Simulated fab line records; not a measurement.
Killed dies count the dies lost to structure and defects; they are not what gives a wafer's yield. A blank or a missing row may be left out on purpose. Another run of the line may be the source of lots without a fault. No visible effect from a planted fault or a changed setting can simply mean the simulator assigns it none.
Matching of chambers	flow n5 finfet	N5_BEOL_M3_ALD_84 on ald metal-01 has 4 sister chambers
The step deposits TaN, pulse time 2 s, purge time 3 s, co reactant purge time 2 s. 4 wafers are shown with their chamber, then 8 later ones without.

## WAFERS PAIRED WITH THEIR CHAMBERS
wafer	chamber	heater power outer w (W)
L080.4	1	240
L087.1	2	245
L087.3	0	268
L088.1	3	212

## WAFERS MISSING THEIR CHAMBER
wafer	heater power outer w (W)
L088.4	276
L088.5	261
L093.1	219
L093.2	245
L093.4	246
L095.2	244
L095.3	273
L095.4	213

## WHICH CHAMBER EACH ONE RAN IN
wafer	from the rows above	in truth
L088.4	0	0
L088.5	can't be placed: 0 or 2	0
L093.1	3	3
L093.2	can't be placed: 2 or 1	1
L093.4	can't be placed: 2 or 1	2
L095.2	can't be placed: 2 or 1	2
L095.3	0	0
L095.4	3	3
4 of 8 placed correctly. From these rows, 4 cannot be placed; in 4 the true chamber is one of the candidates. Placed wrongly: 0.
How it was worked out, from the rows above alone: a wafer's distance from a chamber is the root of the sum, over the readings, of the square of ((its reading less the chamber's mean) divided by the reading's scatter). The wafer belongs to the nearest chamber; if the next one is less than 2 further off, it can't be placed. The mean given for a chamber averages the wafers shown for that chamber. The scatter: with one shown wafer a chamber, the root of the mean of the squares of how far each hidden wafer lies from its nearest shown one.
